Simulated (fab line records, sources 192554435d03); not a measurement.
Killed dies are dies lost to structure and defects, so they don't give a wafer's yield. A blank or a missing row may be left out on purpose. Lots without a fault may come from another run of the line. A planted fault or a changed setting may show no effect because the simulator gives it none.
One fault seen from 3 desks | flow n5_finfet | each desk has only its own numbers; what lay behind them comes last

THE DEFECT DESK
What the inspections along the route counted, lot by lot: means of the sampled wafers that have a number. A lot is out of limits, marked OUT, if its mean lies more than 4 standard deviations from the usual mean; the brackets give that distance.
Columns: A = raw_defect_count at N5_START_INSPECT_01, usual 5.9
lot  | first seen here | A
L830 | day 1 12:02     | 9.3
L831 | day 1 18:02     | 8.0
L832 | day 2 00:02     | 4.7
L833 | day 2 06:02     | 5.3
L834 | day 2 12:02     | 4.0
L838 | day 3 12:02     | 5.7
L844 | day 5 00:02     | 5.0
L846 | day 5 12:02     | 6.7
L847 | day 5 18:02     | 4.7
L851 | day 6 18:02     | 6.3
This desk's finding: nothing out of limits on any of the 10 lots.

THE TOOL OWNER'S DESK: litho_track-01
The tool's own readings at N5_WELL_APT_COAT_19 (resist thk 950 nm): means of the sampled wafers that have a number, for each lot that ran on this tool. A lot is out of limits, marked OUT, if its mean lies more than 4 standard deviations from the usual mean; the brackets give that distance.
Columns: A = resist_line_temp_C at N5_WELL_APT_COAT_19, usual 23.00 C; B = spin_speed_rpm at N5_WELL_APT_COAT_19, usual 1357.0 rpm
lot  | first seen here | A     | B
L831 | day 1 20:37     | 23.13 | 1356.9
L834 | day 2 14:32     | 22.96 | 1357.7
L838 | day 3 14:43     | 23.12 | 1483.0 (+99 or more) OUT
L844 | day 5 02:52     | 22.86 | 1482.5 (+99 or more) OUT
This desk's finding: out of limits on L838, L844; first on L838, day 3 14:43 (spin_speed_rpm at N5_WELL_APT_COAT_19). In limits: L831, L834.

THE METROLOGY DESK
What the gauges read, lot by lot, whatever tool the lot ran on: means of the sampled wafers that have a number. A lot is out of limits, marked OUT, if its mean lies more than 4 standard deviations from the usual mean; the brackets give that distance. Of its 12 readings 7 are shown: those that lie furthest out on some lot.
Columns: A = PWELL_OVL at N5_WELL_APT_OVL_MEAS_26, usual 0 nm; B = cd_nm at N5_PMOS_HMC_CHANNEL_EPI_CD_MEAS_09, usual 237.1 nm; C = ION_N at N5_BEOL_M4_RC_MEAS_101, usual 673 uA/um; D = ION_P at N5_BEOL_M4_RC_MEAS_101, usual 461 uA/um; E = SS_N at N5_BEOL_M4_RC_MEAS_101, usual 71.6 mV/dec; F = VT_N at N5_BEOL_M4_RC_MEAS_101, usual 249.4 mV; G = VT_P at N5_BEOL_M4_RC_MEAS_101, usual -250 mV
lot  | first seen here | A  | B     | C   | D   | E    | F     | G
L830 | day 1 15:08     | 4  | 236.6 | 685 | 459 | 71.0 | 247.6 | -252
L831 | day 1 21:02     | -0 | 238.1 | 675 | 458 | 71.8 | 248.2 | -249
L832 | day 2 03:22     | 8  | 238.0 | 666 | 459 | 71.7 | 247.3 | -247
L833 | day 2 08:58     | -4 | 237.2 | 676 | 452 | 71.7 | 248.2 | -254
L834 | day 2 14:58     | -1 | 237.4 | 665 | 466 | 71.6 | 250.5 | -246
L838 | day 3 15:08     | -4 | 237.5 | 670 | 464 | 71.7 | 248.0 | -247
L844 | day 5 03:17     | 1  | 236.7 | 678 | 464 | 71.6 | 247.9 | -246
L846 | day 5 14:58     | 5  | 237.1 | 659 | 451 | 71.9 | 253.0 | -252
L847 | day 5 21:05     | -2 | 237.1 | 680 | 465 | 70.9 | 248.5 | -250
L851 | day 6 21:02     | 3  | 237.0 | 664 | 457 | 71.0 | 250.0 | -249
This desk's finding: nothing out of limits on any of the 10 lots.

PUT TOGETHER
The tool owner's desk could have raised an alarm at day 3 14:43, on L838, L844.
The defect desk saw nothing out of limits.
The metrology desk saw nothing out of limits.
The defect desk has L838, L844 on record, within its limits.
The metrology desk has L838, L844 on record, within its limits.
Of the lots named, all ran N5_WELL_APT_COAT_19 on litho_track-01.

WHAT THE SIMULATOR HAD PUT IN
Process parameter drift: litho_track-01, from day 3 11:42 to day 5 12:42, at N5_WELL_APT_COAT_19. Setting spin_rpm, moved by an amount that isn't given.
Lots struck among those shown: L838, L844.
Hours from the fault's start to each desk's first reading out of limits: the tool owner's desk, 3.
